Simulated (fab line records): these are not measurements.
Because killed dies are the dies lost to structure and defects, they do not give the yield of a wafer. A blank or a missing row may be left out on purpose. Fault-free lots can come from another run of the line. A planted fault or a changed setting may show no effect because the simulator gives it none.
Split-lot study -- flow n5-finfet -- 39 wafers read across 7 lots, on a route 1938 steps long

ON THE SPLIT
At N5_FIN_SAQP_PECVD_48 (deposits SiNx from SiH4/NH3/N2, target thk 25 nm, time 22.1 s), the setting time-s was moved away from the recipe's 22.1 s on 15 of the 39 wafers read, by -59.4% to +46.3%. This setting was run at the recipe's value on the other wafers.

FROM THE SPLIT TO THE READING: what the file shows between them, 2 steps
- N5_FIN_SAQP_PECVD_06: deposits a-Si from SiH4/He, target thk 60 nm, time 48.1 s
- N5_FIN_SAQP_MANDREL1_REMOVE_56: chemistry HBr/Cl2/O2, target a-Si, stops on SiNx, bt time 10 s

THE READING
etch.depth-nm (the simulator's own value, which no gauge read), in nm, at N5_FIN_SAQP_ETCH_57 (etches SiNx in CH3F/O2, target depth 32.5 nm, time 46.4 s). No usual value for it is given in the file. The 24 wafers here that ran the recipe average 24.802 nm, standard deviation 0.33 nm.

wafer,"tool, chamber at the split","time-s as run, s",against the recipe,"etch.depth-nm, nm",against lot-mates on the recipe
L076.1,"pecvd-02, 1",22.1,recipe,24.19,-
L076.2,"pecvd-02, 0",22.1,recipe,24.53,-
L076.3,"pecvd-02, 0",13.43,-39.2%,15.26,-9.093
L076.4,"pecvd-02, 1",22.1,recipe,24.34,-
L076.5,"pecvd-02, 0",13.43,-39.2%,15.13,-9.223
L076.6,"pecvd-02, 1",13.43,-39.2%,14.72,-9.633
L078.1,"pecvd-04, 0",22.1,recipe,25.05,-
L078.2,"pecvd-04, 2",22.1,recipe,24.83,-
L078.4,"pecvd-04, 0",22.1,recipe,25.25,-
L080.1,"pecvd-04, 2",22.1,recipe,24.55,-
L080.2,"pecvd-04, 1",18.1,-18.1%,19.84,-4.987
L080.3,"pecvd-04, 1",18.1,-18.1%,20.26,-4.567
L080.4,"pecvd-04, 2",18.1,-18.1%,20.39,-4.437
L080.5,"pecvd-04, 1",22.1,recipe,24.75,-
L080.6,"pecvd-04, 2",22.1,recipe,25.18,-
L083.1,"pecvd-02, 1",22.1,recipe,24.18,-
L083.2,"pecvd-02, 0",22.1,recipe,24.96,-
L083.3,"pecvd-02, 1",32.33,+46.3%,35.82,+11.150
L083.4,"pecvd-02, 0",32.33,+46.3%,36.57,+11.900
L083.5,"pecvd-02, 0",22.1,recipe,24.87,-
L083.6,"pecvd-02, 1",32.33,+46.3%,35.94,+11.270
L088.1,"pecvd-04, 1",22.1,recipe,24.79,-
L088.2,"pecvd-04, 0",22.1,recipe,24.78,-
L088.3,"pecvd-04, 2",22.1,recipe,24.54,-
L088.4,"pecvd-04, 0",22.1,recipe,25.36,-
L088.5,"pecvd-04, 1",22.1,recipe,24.73,-
L088.6,"pecvd-04, 2",22.1,recipe,25.1,-
L089.1,"pecvd-02, 2",8.978,-59.4%,9.218,-15.375
L089.2,"pecvd-02, 0",22.1,recipe,24.68,-
L089.3,"pecvd-02, 1",8.978,-59.4%,9.445,-15.148
L089.4,"pecvd-02, 2",22.1,recipe,24.47,-
L089.5,"pecvd-02, 1",22.1,recipe,24.63,-
L089.6,"pecvd-02, 0",8.978,-59.4%,9.882,-14.711
L093.1,"pecvd-02, 2",27.29,+23.5%,30.32,+5.157
L093.2,"pecvd-02, 0",22.1,recipe,25.26,-
L093.3,"pecvd-02, 1",27.29,+23.5%,30.31,+5.147
L093.4,"pecvd-02, 0",27.29,+23.5%,31.64,+6.477
L093.5,"pecvd-02, 2",22.1,recipe,25.06,-
L093.6,"pecvd-02, 1",22.1,recipe,25.17,-

FIT RESULTS
A straight line over all 39 wafers: etch.depth-nm changes by +0.252 nm for each +1% of time-s; r = +1.00; the points scatter about the line by 0.38 nm.
The same after taking each lot's own level away (the mean of its wafers on the recipe; 39 wafers): +0.248 nm for each +1%; r = +1.00; scatter 0.34 nm.
The reading moves by 15 nm for the largest change in time-s, on that fit.
The lots' own levels span 24.3533 to 25.1633 nm, that is 2.5 times the standard deviation above.
So the lot-to-lot level changes the slope little: the two slopes agree.
Check: -14.6 nm against its lot-mates is what the line predicts for one of the wafers moved furthest among these (-59.4%) when that wafer is left out of the fit. It came out at -15.4 nm against them.

THE WHOLE CHAIN: every reading that the file lists as answering this split, in the file's order
step,what it does,reading,change (the file's fit),r (the file's)
N5_FIN_SAQP_PECVD_48,"deposits SiNx from SiH4/NH3/N2, target thk 25 nm, time 22.1 s","SiNx_of_FIN_SAQP_PECVD_48.thk-nm (the simulator's own value, which no gauge read)",+0.248 nm for each +1% of the setting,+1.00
N5_FIN_SAQP_ETCH_57,"etches SiNx in CH3F/O2, target depth 32.5 nm, time 46.4 s",etch-rf-on-time-s,withheld for each +1% of the setting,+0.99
N5_FIN_SAQP_ETCH_57,"etches SiNx in CH3F/O2, target depth 32.5 nm, time 46.4 s","etch.depth-nm (the simulator's own value, which no gauge read)",+0.248 nm for each +1% of the setting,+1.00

THE FILE'S OWN FIT
etch.depth-nm changes by +0.248 nm for each +1% of time-s, r = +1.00.
